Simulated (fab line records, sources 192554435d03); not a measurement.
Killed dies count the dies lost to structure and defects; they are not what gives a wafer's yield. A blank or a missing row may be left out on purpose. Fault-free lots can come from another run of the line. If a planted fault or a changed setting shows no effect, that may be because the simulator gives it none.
fab line records / flow n5_finfet / part 2 of 2: steps 18 to 25 of 25
[record] lots = 5 wafers = 15 last_day = 18
route steps=1938 shown HKMG_FIN@438
lots that met no fault: from a run of the same line without faults
start_h: hours from the record's first day to the start of the lot's first wafer shown / wait_h: hours elapsed since this lot's preceding step / " unchanged from the row above / L1.1+2: a single row standing in for several wafers / - no value, or no start was given / * or withheld: withheld / < > ~ a bound
route shown NAME@n: a module of which the file shows steps, and the number in the route of the first / usual: the fault-free wafers' mean and standard deviation / same: alike in all rows / chamber/n: place in a boat / sites: the reading at each site / _std_site: the standard deviation of these / _edge_site: the outer-site mean with the inner-site mean subtracted / radius_mm: how far each site lies from the wafer's centre / mask NAME#n: copy n / behind: the most recent tool/chamber to have shaped the wafer / hold: cause of the lot's hold/its duration in hours/its outcome / device: which transistor (n, p or np) failed to switch / end of line: tests of these same wafers at the route's end / a step without rows: its recipe alone / killed: not the wafer's yield, but the dies lost to structure and defects at the first sort / map: a wafer's dies, marking killed ones x, the rest . and places with no die _
set.NAME: the setting that was run; set.NAME@STEP: the one run at that earlier step / model.NAME: the simulator's own value behind a step, which no gauge read
lots at selected steps of the route; one table per step, one row per wafer
services: from which hour (start_h, from the record's first day; less than 0 if before it) a tool's chamber was out of use, for how many hours, and why
[[steps]]
[step N5_HKMG_FIN_STRIP_69]
[recipe] chemistry = N2/H2 power_w = 2500 temp_c = 300 h2_frac = 0.65 time_s = 360 pressure_mtorr = withheld n2_flow_sccm = 1750 h2_flow_sccm = 3250
[usual] drypump_motor_current_A = 5.96/0.12 heater_power_w = 434/48
lot.wafer=L078.1 tool=plasma_asher-01 chamber=0 start_h=105.25 wait_h=0.1 drypump_motor_current_A=6.09 heater_power_w=473 rf_hours_counter_h=95
lot.wafer=L078.3 tool=plasma_asher-01 chamber=1 start_h=105.25 wait_h=0.1 drypump_motor_current_A=5.89 heater_power_w=443 rf_hours_counter_h=-
lot.wafer=L078.5 tool=plasma_asher-01 chamber=1 start_h=105.25 wait_h=0.1 drypump_motor_current_A=5.91 heater_power_w=451 rf_hours_counter_h=-
lot.wafer=L083.2 tool=plasma_asher-02 chamber=1 start_h=131.43 wait_h=0.1 drypump_motor_current_A=5.78 heater_power_w=390 rf_hours_counter_h=45
lot.wafer=L083.3 tool=plasma_asher-02 chamber=1 start_h=131.43 wait_h=0.1 drypump_motor_current_A=5.78 heater_power_w=385 rf_hours_counter_h=-
lot.wafer=L083.6 tool=plasma_asher-02 chamber=0 start_h=131.43 wait_h=0.1 drypump_motor_current_A=6.04 heater_power_w=356 rf_hours_counter_h=-
lot.wafer=L082.3 tool=plasma_asher-01 chamber=0 start_h=131.70 wait_h=0.2 drypump_motor_current_A=6.10 heater_power_w=474 rf_hours_counter_h=-
lot.wafer=L082.4 tool=plasma_asher-01 chamber=1 start_h=131.70 wait_h=0.2 drypump_motor_current_A=5.91 heater_power_w=458 rf_hours_counter_h=-
lot.wafer=L082.5 tool=plasma_asher-01 chamber=1 start_h=131.70 wait_h=0.2 drypump_motor_current_A=5.91 heater_power_w=454 rf_hours_counter_h=-
lot.wafer=L089.1 tool=plasma_asher-02 chamber=1 start_h=170.78 wait_h=0.1 drypump_motor_current_A=5.75 heater_power_w=391 rf_hours_counter_h=52
lot.wafer=L089.2 tool=plasma_asher-02 chamber=0 start_h=170.78 wait_h=0.1 drypump_motor_current_A=6.02 heater_power_w=357 rf_hours_counter_h=52
lot.wafer=L089.3 tool=plasma_asher-02 chamber=0 start_h=170.78 wait_h=0.1 drypump_motor_current_A=6.02 heater_power_w=356 rf_hours_counter_h=-
lot.wafer=L095.2 tool=plasma_asher-01 chamber=0 start_h=211.83 wait_h=0.1 drypump_motor_current_A=6.10 heater_power_w=470 rf_hours_counter_h=118
lot.wafer=L095.5 tool=plasma_asher-01 chamber=0 start_h=211.83 wait_h=0.1 drypump_motor_current_A=6.09 heater_power_w=478 rf_hours_counter_h=-
lot.wafer=L095.6 tool=plasma_asher-01 chamber=1 start_h=211.83 wait_h=0.1 drypump_motor_current_A=5.92 heater_power_w=451 rf_hours_counter_h=-
[step N5_HKMG_FIN_ALD_21]
[recipe] material = TiN target_thk_a = 15 temp_c = 400 ald_precursor_family = TiCl4 ald_co_reactant = NH3 pulse_time_s = 1 purge_time_s = 3 co_reactant_purge_time_s = 2 co_reactant_pulse_time_s = 2 ald_cycles = 68 pressure_torr = 3
[usual] heater_power_w = 843/89 precursor_pulse_height_rel = 1.000/0.021
lot.wafer=L078.1 tool=ald_metal-04 chamber=3 start_h=105.64 wait_h=0.3 heater_power_w=869 precursor_pulse_height_rel=1.018
lot.wafer=L078.3 tool=ald_metal-04 chamber=1 start_h=105.64 wait_h=0.3 heater_power_w=844 precursor_pulse_height_rel=1.017
lot.wafer=L078.5 tool=ald_metal-04 chamber=3 start_h=105.64 wait_h=0.3 heater_power_w=880 precursor_pulse_height_rel=0.986
lot.wafer=L083.2 tool=ald_metal-03 chamber=1 start_h=131.81 wait_h=0.3 heater_power_w=776 precursor_pulse_height_rel=1.004
lot.wafer=L083.3 tool=ald_metal-03 chamber=2 start_h=131.81 wait_h=0.3 heater_power_w=1079 precursor_pulse_height_rel=1.000
lot.wafer=L083.6 tool=ald_metal-03 chamber=3 start_h=131.81 wait_h=0.3 heater_power_w=729 precursor_pulse_height_rel=0.973
lot.wafer=L082.3 tool=ald_metal-04 chamber=1 start_h=131.97 wait_h=0.1 heater_power_w=844 precursor_pulse_height_rel=0.970
lot.wafer=L082.4 tool=ald_metal-04 chamber=0 start_h=131.97 wait_h=0.1 heater_power_w=756 precursor_pulse_height_rel=1.001
lot.wafer=L082.5 tool=ald_metal-04 chamber=3 start_h=131.97 wait_h=0.1 heater_power_w=874 precursor_pulse_height_rel=1.022
lot.wafer=L089.1 tool=ald_metal-03 chamber=0 start_h=171.16 wait_h=0.3 heater_power_w=883 precursor_pulse_height_rel=1.002
lot.wafer=L089.2 tool=ald_metal-03 chamber=2 start_h=171.16 wait_h=0.3 heater_power_w=1074 precursor_pulse_height_rel=1.003
lot.wafer=L089.3 tool=ald_metal-03 chamber=3 start_h=171.16 wait_h=0.3 heater_power_w=730 precursor_pulse_height_rel=1.018
lot.wafer=L095.2 tool=ald_metal-03 chamber=3 start_h=212.21 wait_h=0.3 heater_power_w=726 precursor_pulse_height_rel=1.025
lot.wafer=L095.5 tool=ald_metal-03 chamber=0 start_h=212.21 wait_h=0.3 heater_power_w=910 precursor_pulse_height_rel=1.010
lot.wafer=L095.6 tool=ald_metal-03 chamber=3 start_h=212.21 wait_h=0.3 heater_power_w=742 precursor_pulse_height_rel=1.003
[step N5_HKMG_FIN_ALD_72]
[recipe] material = W target_thk_a = 20 temp_c = 300 pressure_torr = 7.5 ald_precursor_family = WF6 ald_co_reactant = B2H6 pulse_time_s = 1 purge_time_s = 2 co_reactant_purge_time_s = 2 co_reactant_pulse_time_s = 3 ald_cycles = 7
[usual] heater_power_w = 443/45 precursor_pulse_height_rel = 0.999/0.021
lot.wafer=L078.1 tool=cvd_w-01 chamber=0 start_h=106.00 wait_h=0.2 heater_power_w=500 precursor_pulse_height_rel=1.010
lot.wafer=L078.3 tool=cvd_w-01 chamber=0 start_h=106.00 wait_h=0.2 heater_power_w=477 precursor_pulse_height_rel=1.010
lot.wafer=L078.5 tool=cvd_w-01 chamber=1 start_h=106.00 wait_h=0.2 heater_power_w=376 precursor_pulse_height_rel=0.982
lot.wafer=L083.2 tool=cvd_w-02 chamber=0 start_h=132.19 wait_h=0.2 heater_power_w=481 precursor_pulse_height_rel=1.011
lot.wafer=L083.3 tool=cvd_w-02 chamber=0 start_h=132.19 wait_h=0.2 heater_power_w=481 precursor_pulse_height_rel=0.983
lot.wafer=L083.6 tool=cvd_w-02 chamber=0 start_h=132.19 wait_h=0.2 heater_power_w=468 precursor_pulse_height_rel=1.039
lot.wafer=L082.3 tool=cvd_w-01 chamber=1 start_h=132.35 wait_h=0.2 heater_power_w=391 precursor_pulse_height_rel=0.986
lot.wafer=L082.4 tool=cvd_w-01 chamber=0 start_h=132.35 wait_h=0.2 heater_power_w=499 precursor_pulse_height_rel=0.995
lot.wafer=L082.5 tool=cvd_w-01 chamber=0 start_h=132.35 wait_h=0.2 heater_power_w=494 precursor_pulse_height_rel=1.003
lot.wafer=L089.1 tool=cvd_w-01 chamber=0 start_h=171.53 wait_h=0.2 heater_power_w=490 precursor_pulse_height_rel=0.946
lot.wafer=L089.2 tool=cvd_w-01 chamber=1 start_h=171.53 wait_h=0.2 heater_power_w=380 precursor_pulse_height_rel=0.946
lot.wafer=L089.3 tool=cvd_w-01 chamber=0 start_h=171.53 wait_h=0.2 heater_power_w=483 precursor_pulse_height_rel=1.037
lot.wafer=L095.2 tool=cvd_w-02 chamber=0 start_h=212.58 wait_h=0.2 heater_power_w=481 precursor_pulse_height_rel=0.976
lot.wafer=L095.5 tool=cvd_w-02 chamber=0 start_h=212.58 wait_h=0.2 heater_power_w=484 precursor_pulse_height_rel=0.979
lot.wafer=L095.6 tool=cvd_w-02 chamber=1 start_h=212.58 wait_h=0.2 heater_power_w=417 precursor_pulse_height_rel=1.024
[step N5_HKMG_FIN_W_FILL_22]
[recipe] material = W target_thk_a = 600 temp_c = 400 pressure_torr = 39.4 time_s = 18.2
[usual] heater_power_w = 792/82 throttle_valve_pct = 19.3/0.6
lot.wafer=L078.1 tool=cvd_w-01 chamber=0 start_h=106.06 wait_h=0.0 heater_power_w=894 throttle_valve_pct=18.9
lot.wafer=L078.3 tool=cvd_w-01 chamber=0 start_h=106.06 wait_h=0.0 heater_power_w=886 throttle_valve_pct=18.9
lot.wafer=L078.5 tool=cvd_w-01 chamber=1 start_h=106.06 wait_h=0.0 heater_power_w=689 throttle_valve_pct=19.3
lot.wafer=L083.2 tool=cvd_w-02 chamber=0 start_h=132.31 wait_h=0.1 heater_power_w=867 throttle_valve_pct=20.2
lot.wafer=L083.3 tool=cvd_w-02 chamber=0 start_h=132.31 wait_h=0.1 heater_power_w=835 throttle_valve_pct=20.1
lot.wafer=L083.6 tool=cvd_w-02 chamber=0 start_h=132.31 wait_h=0.1 heater_power_w=847 throttle_valve_pct=20.2
lot.wafer=L082.3 tool=cvd_w-01 chamber=1 start_h=132.40 wait_h=0.0 heater_power_w=692 throttle_valve_pct=19.1
lot.wafer=L082.4 tool=cvd_w-01 chamber=0 start_h=132.40 wait_h=0.0 heater_power_w=900 throttle_valve_pct=19.0
lot.wafer=L082.5 tool=cvd_w-01 chamber=0 start_h=132.40 wait_h=0.0 heater_power_w=882 throttle_valve_pct=18.9
lot.wafer=L089.1 tool=cvd_w-01 chamber=0 start_h=171.59 wait_h=0.0 heater_power_w=893 throttle_valve_pct=18.7
lot.wafer=L089.2 tool=cvd_w-01 chamber=1 start_h=171.59 wait_h=0.0 heater_power_w=686 throttle_valve_pct=19.2
lot.wafer=L089.3 tool=cvd_w-01 chamber=0 start_h=171.59 wait_h=0.0 heater_power_w=899 throttle_valve_pct=18.9
lot.wafer=L095.2 tool=cvd_w-02 chamber=0 start_h=212.64 wait_h=0.0 heater_power_w=849 throttle_valve_pct=20.6
lot.wafer=L095.5 tool=cvd_w-02 chamber=0 start_h=212.64 wait_h=0.0 heater_power_w=859 throttle_valve_pct=20.3
lot.wafer=L095.6 tool=cvd_w-02 chamber=1 start_h=212.64 wait_h=0.0 heater_power_w=740 throttle_valve_pct=18.8
[step N5_HKMG_FIN_PRECLEAN_83]
[recipe] chemistry = DIW time_s = 57.5 temp_c = 23
lot.wafer=L078.1+3+5 tool=wet_bench-01 chamber=1,4,7 start_h=106.12 wait_h=0.0
lot.wafer=L083.2+3+6 tool=wet_bench-03 chamber=6,1,0 start_h=132.38 wait_h=0.1
lot.wafer=L082.3+4+5 tool=wet_bench-03 chamber=7,4,5 start_h=132.45 wait_h=0.0
lot.wafer=L089.1+2+3 tool=wet_bench-04 chamber=5,7,3 start_h=171.65 wait_h=0.0
lot.wafer=L095.2+5+6 tool=wet_bench-03 chamber=4,7,0 start_h=212.70 wait_h=0.0
[step N5_HKMG_FIN_SRD_84]
[recipe] dry_time_s = 32 dry = n2_spin spin_rpm = 1500
lot.wafer=L078.1+3+5 tool=wet_bench-01 chamber=1,4,7 start_h=106.14 wait_h=0.0
lot.wafer=L083.2+3+6 tool=wet_bench-03 chamber=6,1,0 start_h=132.40 wait_h=0.0
lot.wafer=L082.3+4+5 tool=wet_bench-03 chamber=7,4,5 start_h=132.47 wait_h=0.0
lot.wafer=L089.1+2+3 tool=wet_bench-04 chamber=5,7,3 start_h=171.66 wait_h=0.0
lot.wafer=L095.2+5+6 tool=wet_bench-03 chamber=4,7,0 start_h=212.72 wait_h=0.0
[step N5_HKMG_FIN_CMP_23]
[recipe] stop_on = SiNx t_overpolish_s = 10 post_cmp_clean = rinse_only down_force_psi = 4 platen_rpm = 50.289 pad_velocity_m_s = 1.0006 target_thk_nm = 46.326
[usual] head_pressure_psi = 4.000/0.0098 motor_current_A = 11.6/1.6 overpolish_run_s = 10.00/0.052 slurry_filter_dp_kPa = 13.51/0.16 time_to_endpoint_s = 12.9/2.1
[same] t_overpolish_s = 10
lot.wafer=L078.3 tool=cmp-01 chamber=2 start_h=106.17 wait_h=0.0 head_pressure_psi=4.013 motor_current_A=13.1 overpolish_run_s=10.00 slurry_filter_dp_kPa=13.39 time_to_endpoint_s=15.7
lot.wafer=L078.1 tool=cmp-01 chamber=0 start_h=106.17 wait_h=0.0 head_pressure_psi=3.996 motor_current_A=15.0 overpolish_run_s=10.00 slurry_filter_dp_kPa=13.49 time_to_endpoint_s=10.4
lot.wafer=L078.5 tool=cmp-01 chamber=2 start_h=106.17 wait_h=0.0 head_pressure_psi=4.006 motor_current_A=13.2 overpolish_run_s=10.00 slurry_filter_dp_kPa=13.69 time_to_endpoint_s=14.1
lot.wafer=L083.3 tool=cmp-04 chamber=1 start_h=132.51 wait_h=0.1 head_pressure_psi=4.010 motor_current_A=12.5 overpolish_run_s=10.01 slurry_filter_dp_kPa=13.51 time_to_endpoint_s=15.2
lot.wafer=L083.2 tool=cmp-04 chamber=3 start_h=132.51 wait_h=0.1 head_pressure_psi=4.002 motor_current_A=11.0 overpolish_run_s=10.01 slurry_filter_dp_kPa=13.49 time_to_endpoint_s=13.9
lot.wafer=L083.6 tool=cmp-04 chamber=0 start_h=132.51 wait_h=0.1 head_pressure_psi=3.976 motor_current_A=8.8 overpolish_run_s=10.01 slurry_filter_dp_kPa=13.21 time_to_endpoint_s=14.4
lot.wafer=L082.4 tool=cmp-01 chamber=0 start_h=132.58 wait_h=0.1 head_pressure_psi=4.009 motor_current_A=14.4 overpolish_run_s=9.99 slurry_filter_dp_kPa=13.55 time_to_endpoint_s=10.5
lot.wafer=L082.3 tool=cmp-01 chamber=2 start_h=132.58 wait_h=0.1 head_pressure_psi=4.000 motor_current_A=12.5 overpolish_run_s=10.00 slurry_filter_dp_kPa=13.65 time_to_endpoint_s=14.9
lot.wafer=L082.5 tool=cmp-01 chamber=0 start_h=132.58 wait_h=0.1 head_pressure_psi=4.005 motor_current_A=15.1 overpolish_run_s=9.99 slurry_filter_dp_kPa=13.03 time_to_endpoint_s=10.6
lot.wafer=L089.2 tool=cmp-04 chamber=1 start_h=171.78 wait_h=0.1 head_pressure_psi=3.980 motor_current_A=13.1 overpolish_run_s=10.01 slurry_filter_dp_kPa=13.70 time_to_endpoint_s=12.8
lot.wafer=L089.1 tool=cmp-04 chamber=2 start_h=171.78 wait_h=0.1 head_pressure_psi=3.989 motor_current_A=10.4 overpolish_run_s=10.00 slurry_filter_dp_kPa=13.41 time_to_endpoint_s=13.2
lot.wafer=L089.3 tool=cmp-04 chamber=3 start_h=171.78 wait_h=0.1 head_pressure_psi=3.998 motor_current_A=10.8 overpolish_run_s=9.99 slurry_filter_dp_kPa=13.65 time_to_endpoint_s=15.5
lot.wafer=L095.2 tool=cmp-02 chamber=2 start_h=212.91 wait_h=0.2 head_pressure_psi=3.994 motor_current_A=9.5 overpolish_run_s=10.01 slurry_filter_dp_kPa=13.49 time_to_endpoint_s=14.9
lot.wafer=L095.5 tool=cmp-02 chamber=0 start_h=212.91 wait_h=0.2 head_pressure_psi=4.003 motor_current_A=12.0 overpolish_run_s=9.99 slurry_filter_dp_kPa=13.42 time_to_endpoint_s=15.0
lot.wafer=L095.6 tool=cmp-02 chamber=1 start_h=212.91 wait_h=0.2 head_pressure_psi=3.971 motor_current_A=11.7 overpolish_run_s=10.00 slurry_filter_dp_kPa=13.26 time_to_endpoint_s=16.0
[step N5_HKMG_FIN_CMP_94]
[recipe] stop_on = SiNx post_cmp_clean = w_dilute_nh4oh t_overpolish_s = 4.7 down_force_psi = 4 platen_rpm = 50.289 pad_velocity_m_s = 1.0006 target_thk_nm = 43.299
[usual] head_pressure_psi = 4.000/0.0092 motor_current_A = 11.6/1.6 slurry_filter_dp_kPa = 13.51/0.14
[same] t_overpolish_s = 4.7
lot.wafer=L078.3 tool=cmp-01 chamber=2 start_h=106.65 wait_h=0.4 head_pressure_psi=3.996 motor_current_A=13.0 slurry_filter_dp_kPa=13.40
lot.wafer=L078.1 tool=cmp-01 chamber=0 start_h=106.65 wait_h=0.4 head_pressure_psi=4.015 motor_current_A=15.2 slurry_filter_dp_kPa=13.69
lot.wafer=L078.5 tool=cmp-01 chamber=2 start_h=106.65 wait_h=0.4 head_pressure_psi=3.998 motor_current_A=13.1 slurry_filter_dp_kPa=13.46
lot.wafer=L083.3 tool=cmp-04 chamber=1 start_h=132.94 wait_h=0.3 head_pressure_psi=4.006 motor_current_A=12.7 slurry_filter_dp_kPa=13.40
lot.wafer=L083.2 tool=cmp-04 chamber=3 start_h=132.94 wait_h=0.3 head_pressure_psi=4.006 motor_current_A=12.1 slurry_filter_dp_kPa=13.37
lot.wafer=L083.6 tool=cmp-04 chamber=0 start_h=132.94 wait_h=0.3 head_pressure_psi=4.005 motor_current_A=9.0 slurry_filter_dp_kPa=13.65
lot.wafer=L082.4 tool=cmp-01 chamber=0 start_h=133.01 wait_h=0.3 head_pressure_psi=3.984 motor_current_A=14.5 slurry_filter_dp_kPa=13.45
lot.wafer=L082.3 tool=cmp-01 chamber=2 start_h=133.01 wait_h=0.3 head_pressure_psi=4.001 motor_current_A=12.9 slurry_filter_dp_kPa=13.64
lot.wafer=L082.5 tool=cmp-01 chamber=0 start_h=133.01 wait_h=0.3 head_pressure_psi=3.996 motor_current_A=14.9 slurry_filter_dp_kPa=13.63
lot.wafer=L089.2 tool=cmp-04 chamber=1 start_h=172.21 wait_h=0.3 head_pressure_psi=3.992 motor_current_A=12.3 slurry_filter_dp_kPa=13.08
lot.wafer=L089.1 tool=cmp-04 chamber=2 start_h=172.21 wait_h=0.3 head_pressure_psi=4.006 motor_current_A=10.6 slurry_filter_dp_kPa=13.89
lot.wafer=L089.3 tool=cmp-04 chamber=3 start_h=172.21 wait_h=0.3 head_pressure_psi=4.010 motor_current_A=11.2 slurry_filter_dp_kPa=13.56
lot.wafer=L095.2 tool=cmp-02 chamber=2 start_h=213.29 wait_h=0.3 head_pressure_psi=3.998 motor_current_A=9.1 slurry_filter_dp_kPa=13.69
lot.wafer=L095.5 tool=cmp-02 chamber=0 start_h=213.29 wait_h=0.3 head_pressure_psi=3.996 motor_current_A=12.2 slurry_filter_dp_kPa=13.49
lot.wafer=L095.6 tool=cmp-02 chamber=1 start_h=213.29 wait_h=0.3 head_pressure_psi=4.006 motor_current_A=11.8 slurry_filter_dp_kPa=13.54
[[services]]
tool=rie_diel-02 chamber=1 start_h=96.54 hours=4.5 kind=repair
tool=rie_metal-02 chamber=- start_h=97.60 hours=0.3 kind=repair
tool=ald_metal-03 chamber=1 start_h=98.43 hours=5.5 kind=repair
tool=rie_diel-05 chamber=3 start_h=102.56 hours=2.6 kind=repair
tool=plasma_asher-02 chamber=- start_h=104.06 hours=2.8 kind=pm
tool=rie_diel-06 chamber=2 start_h=122.85 hours=3.9 kind=repair
tool=cvd_w-02 chamber=1 start_h=127.89 hours=11.1 kind=repair
tool=rie_diel-06 chamber=0 start_h=138.95 hours=18.3 kind=repair
tool=rie_diel-05 chamber=- start_h=146.10 hours=14.6 kind=pm
tool=cmp-01 chamber=- start_h=146.36 hours=4.0 kind=pm
tool=cvd_w-02 chamber=1 start_h=151.13 hours=1.6 kind=repair
tool=cmp-02 chamber=- start_h=156.03 hours=16.5 kind=pm
tool=rie_diel-05 chamber=0 start_h=161.45 hours=14.5 kind=repair
tool=cmp-01 chamber=- start_h=173.90 hours=7.2 kind=repair
tool=rie_diel-05 chamber=2 start_h=176.47 hours=4.3 kind=repair
tool=ald_metal-03 chamber=- start_h=178.80 hours=1.6 kind=repair
tool=cmp-01 chamber=- start_h=187.32 hours=1.9 kind=repair
tool=ald_metal-04 chamber=0 start_h=188.48 hours=10.4 kind=repair
tool=cvd_w-01 chamber=- start_h=192.54 hours=0.2 kind=repair
tool=rie_metal-02 chamber=- start_h=192.83 hours=2.7 kind=repair
tool=cmp-02 chamber=- start_h=203.16 hours=2.4 kind=repair
tool=cvd_w-01 chamber=- start_h=206.26 hours=14.6 kind=pm
tool=rie_diel-02 chamber=- start_h=212.23 hours=1.0 kind=repair
tool=cmp-01 chamber=- start_h=213.33 hours=1.3 kind=repair
